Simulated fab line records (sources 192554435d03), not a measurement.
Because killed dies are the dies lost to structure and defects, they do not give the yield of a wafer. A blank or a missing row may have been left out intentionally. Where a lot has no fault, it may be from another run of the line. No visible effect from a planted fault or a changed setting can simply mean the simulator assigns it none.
Matching of chambers / flow n5 finfet / 4 sister chambers for N5_BEOL_M12_ETCH_38 on rie diel-04
The step etches SiCN in CF4/N2, target depth 68.7 nm, time 73.4 s. 8 wafers are shown with their chamber, then 8 later ones without.

EACH WAFER AND ITS CHAMBER
wafer=L077.1; chamber=1; showerhead plenum p Torr (Torr)=2.28; throttle valve pct (%)=15.79
wafer=L079.2; chamber=0; showerhead plenum p Torr (Torr)=2.16; throttle valve pct (%)=15.28
wafer=L079.5; chamber=0; showerhead plenum p Torr (Torr)=2.16; throttle valve pct (%)=15.27
wafer=L086.5; chamber=3; showerhead plenum p Torr (Torr)=2.31; throttle valve pct (%)=15.33
wafer=L091.1; chamber=1; showerhead plenum p Torr (Torr)=2.27; throttle valve pct (%)=15.83
wafer=L091.2; chamber=2; showerhead plenum p Torr (Torr)=2.20; throttle valve pct (%)=15.60
wafer=L091.3; chamber=3; showerhead plenum p Torr (Torr)=2.31; throttle valve pct (%)=15.33
wafer=L092.2; chamber=2; showerhead plenum p Torr (Torr)=2.20; throttle valve pct (%)=15.61

WAFERS WITHOUT THEIR CHAMBER
wafer=L092.4; showerhead plenum p Torr (Torr)=2.15; throttle valve pct (%)=15.35
wafer=L092.6; showerhead plenum p Torr (Torr)=2.27; throttle valve pct (%)=15.85
wafer=L096.1; showerhead plenum p Torr (Torr)=2.15; throttle valve pct (%)=15.37
wafer=L096.2; showerhead plenum p Torr (Torr)=2.31; throttle valve pct (%)=15.34
wafer=L096.5; showerhead plenum p Torr (Torr)=2.26; throttle valve pct (%)=15.87
wafer=L097.2; showerhead plenum p Torr (Torr)=2.31; throttle valve pct (%)=15.34
wafer=L097.3; showerhead plenum p Torr (Torr)=2.26; throttle valve pct (%)=15.86
wafer=L097.4; showerhead plenum p Torr (Torr)=2.20; throttle valve pct (%)=15.62

WHICH CHAMBER EACH WENT THROUGH
wafer=L092.4; from the rows above=0; in truth=0
wafer=L092.6; from the rows above=1; in truth=1
wafer=L096.1; from the rows above=0; in truth=0
wafer=L096.2; from the rows above=3; in truth=3
wafer=L096.5; from the rows above=1; in truth=1
wafer=L097.2; from the rows above=3; in truth=3
wafer=L097.3; from the rows above=1; in truth=1
wafer=L097.4; from the rows above=2; in truth=2
Placed correctly: 8 of 8. From these rows, 0 cannot be placed. Wrongly placed: 0.
How it was worked out, from the rows above alone: a wafer's distance from a chamber is the root of the sum, over the readings, of the square of ((its reading less the chamber's mean) divided by the reading's scatter). If the next closest chamber is less than 2 further off than the closest, the wafer can't be placed; otherwise it belongs to the closest. The mean given for a chamber averages the wafers shown for that chamber. The scatter: take each reading less its chamber's mean, square it, sum over the shown wafers, divide by the number of wafers less the number of chambers, and take the root.
